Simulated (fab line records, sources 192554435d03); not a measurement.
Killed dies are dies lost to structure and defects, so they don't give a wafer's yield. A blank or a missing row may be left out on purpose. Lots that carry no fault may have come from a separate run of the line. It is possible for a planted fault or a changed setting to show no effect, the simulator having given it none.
Lot-split experiment ; flow n5-finfet ; route with 1938 steps; 7 lots, 39 wafers read

== THE SPLIT ITSELF ==
At N5_HKMG_FIN_ETCH_55 (etches SOC in N2/H2, target depth 240 nm, time 300 s), the setting time-s was moved away from the recipe's 300 s on 15 of the 39 wafers read, by -45.0% to +50.8%. The other wafers ran this setting at the recipe's value.

The split's own step is where the reading is taken.

== THE READING ==
SiARC_of_HKMG_FIN_COAT_42.thk-nm (the simulator's own value, which no gauge read), in nm, at N5_HKMG_FIN_ETCH_55 (etches SOC in N2/H2, target depth 240 nm, time 300 s). The file gives no usual value for it. Across the 24 wafers here that went through the recipe, the average is 21.1 nm and the standard deviation 0.43 nm.

wafer;tool, chamber at the split;time-s as run, s;against the recipe;SiARC_of_HKMG_FIN_COAT_42.thk-nm, nm;against lot-mates on the recipe
L075.1;rie-diel-05, 3;300;recipe;21.4;-
L075.2;rie-diel-05, 2;177.1;-41.0%;26.4;+5.4
L075.3;rie-diel-05, 1;177.1;-41.0%;26.8;+5.8
L075.4;rie-diel-05, 1;300;recipe;21;-
L075.5;rie-diel-05, 3;177.1;-41.0%;27;+6.0
L075.6;rie-diel-05, 2;300;recipe;20.6;-
L078.1;rie-diel-04, 3;300;recipe;20.6;-
L078.5;rie-diel-04, 0;300;recipe;21;-
L078.6;rie-diel-04, 1;300;recipe;21.8;-
L080.1;rie-diel-05, 1;447.1;+49.0%;14;-7.3
L080.2;rie-diel-05, 3;300;recipe;21.4;-
L080.3;rie-diel-05, 0;447.1;+49.0%;14.8;-6.5
L080.4;rie-diel-05, 2;447.1;+49.0%;13.4;-7.9
L080.5;rie-diel-05, 1;300;recipe;20.8;-
L080.6;rie-diel-05, 0;300;recipe;21.6;-
L084.1;rie-diel-06, 0;300;recipe;20.8;-
L084.2;rie-diel-06, 1;452.4;+50.8%;13.2;-7.9
L084.3;rie-diel-06, 2;300;recipe;21.4;-
L084.4;rie-diel-06, 3;300;recipe;21.2;-
L084.5;rie-diel-06, 1;452.4;+50.8%;13;-8.1
L084.6;rie-diel-06, 2;452.4;+50.8%;14.4;-6.7
L085.1;rie-diel-05, 3;300;recipe;21.4;-
L085.2;rie-diel-05, 0;300;recipe;21.6;-
L085.3;rie-diel-05, 1;370.6;+23.5%;17.6;-3.7
L085.4;rie-diel-05, 1;300;recipe;21;-
L085.5;rie-diel-05, 0;370.6;+23.5%;18.4;-2.9
L085.6;rie-diel-05, 3;370.6;+23.5%;18.4;-2.9
L088.1;rie-diel-06, 3;300;recipe;21.2;-
L088.2;rie-diel-06, 0;300;recipe;20.8;-
L088.3;rie-diel-06, 1;300;recipe;20.6;-
L088.4;rie-diel-06, 3;300;recipe;21.2;-
L088.5;rie-diel-06, 0;300;recipe;20.8;-
L088.6;rie-diel-06, 1;300;recipe;20.4;-
L095.1;rie-diel-04, 3;164.9;-45.0%;27.2;+5.7
L095.2;rie-diel-04, 2;300;recipe;20.8;-
L095.3;rie-diel-04, 1;300;recipe;22;-
L095.4;rie-diel-04, 1;300;recipe;21.8;-
L095.5;rie-diel-04, 2;164.9;-45.0%;27.2;+5.7
L095.6;rie-diel-04, 3;164.9;-45.0%;27.2;+5.7

FIT RESULTS
A straight line over all 39 wafers: SiARC_of_HKMG_FIN_COAT_42.thk-nm changes by -0.141 nm for each +1% of time-s; r = -0.99; the points scatter about the line by 0.47 nm.
The same after taking each lot's own level away (the mean of its wafers on the recipe; 39 wafers): -0.141 nm for each +1%; r = -0.99; scatter 0.46 nm.
Per that fit: largest time-s move, reading shift of 7.1 nm.
The span of the lots' own levels, 20.83 to 21.53 nm, comes to 1.6 times the standard deviation stated above.
Consequently the slope shifts little with the lot-to-lot level, the two slopes agreeing.
Check: for one of the wafers moved furthest among these (+50.8%), held out of the fit, the line's prediction against its lot-mates is -7.17 nm. Against them it came out at -7.93 nm.

== FURTHER SPLITS ON THESE WAFERS ==
Note: prior to the reading, these wafers also went through further splits. Each is held against what the fit with the lots' levels taken away leaves over:
other split on the same wafers;wafers away from the commonest value;r with SiARC_of_HKMG_FIN_COAT_42.thk-nm (lot level and that fit taken away)
N5_FIN_SAQP_HM_DEP_03 target-thk-a;15;+0.07
N5_SD_EPI_N_EPI_21 epi-growth-time-s;9;-0.10

== THE WHOLE CHAIN: every reading that the file lists as answering this split, in the file's order ==
step;what it does;reading;change (the file's fit);r (the file's)
N5_HKMG_FIN_ETCH_55;etches SOC in N2/H2, target depth 240 nm, time 300 s;etch.depth-nm (the simulator's own value, which no gauge read);+2.48 nm for each +1% of the setting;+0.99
N5_HKMG_FIN_ETCH_55;etches SOC in N2/H2, target depth 240 nm, time 300 s;HKMG_FIN.feature-depth-nm (the simulator's own value, which no gauge read);+2.48 nm for each +1% of the setting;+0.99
N5_HKMG_FIN_ETCH_55;etches SOC in N2/H2, target depth 240 nm, time 300 s;SiARC_of_HKMG_FIN_COAT_42.thk-nm (the simulator's own value, which no gauge read);-0.141 nm for each +1% of the setting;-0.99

== FILE'S OWN FIT ==
SiARC_of_HKMG_FIN_COAT_42.thk-nm changes by -0.141 nm for each +1% of time-s, r = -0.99.
